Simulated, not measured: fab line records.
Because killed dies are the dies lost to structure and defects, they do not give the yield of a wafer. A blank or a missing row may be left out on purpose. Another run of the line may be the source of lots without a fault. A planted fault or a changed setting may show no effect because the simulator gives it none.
The tool behind it: which one? / flow n5 finfet / 33 wafers from 11 lots sampled at 2 of the route's 1938 steps

WHAT THE GAUGES READ, wafer by wafer
N5_MIM_BOT_LITHO_OVL_MEAS_11. Usual: for MIM_BOT_OVL the level is -2 nm and the standard deviation is 5.4.
lot=L213; measured=day 14 01:53; on=overlay-01; MIM_BOT_OVL (nm)=-5 12 11; flag=
lot=L212; measured=day 14 19:27; on=overlay-02; MIM_BOT_OVL (nm)=-6 -6 -3; flag=
lot=L215; measured=day 15 03:07; on=overlay-01; MIM_BOT_OVL (nm)=11 9 9; flag=
lot=L216; measured=day 15 07:59; on=overlay-01; MIM_BOT_OVL (nm)=0 -4 -2; flag=
lot=L217; measured=day 15 18:05; on=overlay-01; MIM_BOT_OVL (nm)=0 -3 6; flag=
lot=L218; measured=day 16 06:55; on=overlay-02; MIM_BOT_OVL (nm)=-1 -2 -4; flag=
lot=L222; measured=day 17 07:58; on=overlay-02; MIM_BOT_OVL (nm)=-5 -1 0; flag=
lot=L224; measured=day 17 00:07; on=overlay-01; MIM_BOT_OVL (nm)=-10 -7 -10; flag=
lot=L227; measured=day 18 01:29; on=overlay-02; MIM_BOT_OVL (nm)=-8 -4 -8; flag=
lot=L225; measured=day 18 10:54; on=overlay-01; MIM_BOT_OVL (nm)=0 -5 -2; flag=
lot=L233; measured=day 19 18:51; on=overlay-02; MIM_BOT_OVL (nm)=-2 -3 -3; flag=

TOOL THAT RAN EACH LOT (tool first, then ch and the chambers of the sampled wafers, then the start)
lot=L213; N5_BEOL_M6_CVD_78=cvd co-02 ch 0,2, day 11 03:46
lot=L212; N5_BEOL_M6_CVD_78=cvd co-02 ch 0,1, day 11 21:16
lot=L215; N5_BEOL_M6_CVD_78=cvd co-01 ch 0,1,2, day 12 01:01
lot=L216; N5_BEOL_M6_CVD_78=cvd co-01 ch 1,2, day 12 05:23
lot=L217; N5_BEOL_M6_CVD_78=cvd co-02 ch 0,1,2, day 12 18:54
lot=L218; N5_BEOL_M6_CVD_78=cvd co-02 ch 1,2, day 13 04:17
lot=L222; N5_BEOL_M6_CVD_78=cvd co-01 ch 0,1,2, day 13 20:39
lot=L224; N5_BEOL_M6_CVD_78=cvd co-02 ch 0,1,2, day 13 21:01
lot=L227; N5_BEOL_M6_CVD_78=cvd co-02 ch 0,1,2, day 14 19:53
lot=L225; N5_BEOL_M6_CVD_78=cvd co-02 ch 1,2, day 15 02:34
lot=L233; N5_BEOL_M6_CVD_78=cvd co-01 ch 1,2, day 16 06:23
- N5_BEOL_M6_CVD_78: deposits Co from CCTBA/H2, target thk 2 nm, time 142.3 s.

WHAT THE TOOLS THEMSELVES READ (means of the sampled wafers that have a number; where no wafer has one, the mark that the record gives instead)
The record holds no such reading with a usual standard deviation.

THE ANSWER, worked out from the rows above alone
Rule: a lot counts as off when the mean over its wafers that have a number is more than 3 standard deviations away from the usual mean. A lot without any number at a reading at which 4 lots or more have one is off too. Where the step has rows for the other lots, those lots are counted as sound. The gauges are gone through in route order, then the tools' own readings, and for those a lot's mean is taken as printed above. The first step at which some lot is off is used, and at that step the reading that is off furthest; a lot without a number counts as furthest.
None of the lots is off at any reading shown; this tells nothing.

WHAT WAS PUT IN BY THE SIMULATOR
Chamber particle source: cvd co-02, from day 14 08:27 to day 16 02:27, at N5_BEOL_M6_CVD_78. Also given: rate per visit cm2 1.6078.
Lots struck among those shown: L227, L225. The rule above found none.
